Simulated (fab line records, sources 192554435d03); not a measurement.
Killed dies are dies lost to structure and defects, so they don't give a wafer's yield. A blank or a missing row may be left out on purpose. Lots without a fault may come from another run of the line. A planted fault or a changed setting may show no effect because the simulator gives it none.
One fault seen from 2 desks | flow n5_finfet | each desk has only its own numbers; what lay behind them comes last

THE METROLOGY DESK
What the gauges read, lot by lot, whatever tool the lot ran on: means of the sampled wafers that have a number. A lot is out of limits, marked OUT, if its mean lies more than 4 standard deviations from the usual mean; the brackets give that distance.
Columns: A = PAD_OVL at N5_PASSIVATION_OVL_MEAS_63, usual -2 nm
lot  | first seen here | A
L950 | day 12 04:29    | 5
L951 | day 12 09:28    | -5
L952 | day 12 14:10    | -5
L953 | day 12 22:10    | 2
L954 | day 13 15:38    | -7
L955 | day 13 19:33    | 6
L958 | day 14 01:48    | -1
L964 | day 16 02:02    | 4
L963 | day 16 02:22    | -8
L962 | day 16 02:49    | -2
L966 | day 16 03:06    | 3
L967 | day 16 13:41    | 3
This desk's finding: nothing out of limits on any of the 12 lots.

THE TOOL OWNER'S DESK: pvd_sputter-03
The tool's own readings at N5_BEOL_M12_SPUTTER_45 (material Cu, target thk 80 nm, time 13.33 s): means of the sampled wafers that have a number, for each lot that ran on this tool. A lot is out of limits, marked OUT, if its mean lies more than 4 standard deviations from the usual mean; the brackets give that distance.
Columns: A = chamber_pressure_pa at N5_BEOL_M12_SPUTTER_45, usual 0.13003 Pa; B = throttle_valve_pct at N5_BEOL_M12_SPUTTER_45, usual 30.3 %
lot  | first seen here | A       | B
L953 | day 11 19:05    | 0.13006 | 29.5
L955 | day 12 14:03    | 0.13017 | 29.7
L958 | day 12 22:14    | 0.13009 | 29.8
L963 | day 14 16:52    | 0.13048 | 29.8
This desk's finding: nothing out of limits on any of the 4 lots.

PUT TOGETHER
The metrology desk saw nothing out of limits.
The tool owner's desk saw nothing out of limits.

WHAT THE SIMULATOR HAD PUT IN
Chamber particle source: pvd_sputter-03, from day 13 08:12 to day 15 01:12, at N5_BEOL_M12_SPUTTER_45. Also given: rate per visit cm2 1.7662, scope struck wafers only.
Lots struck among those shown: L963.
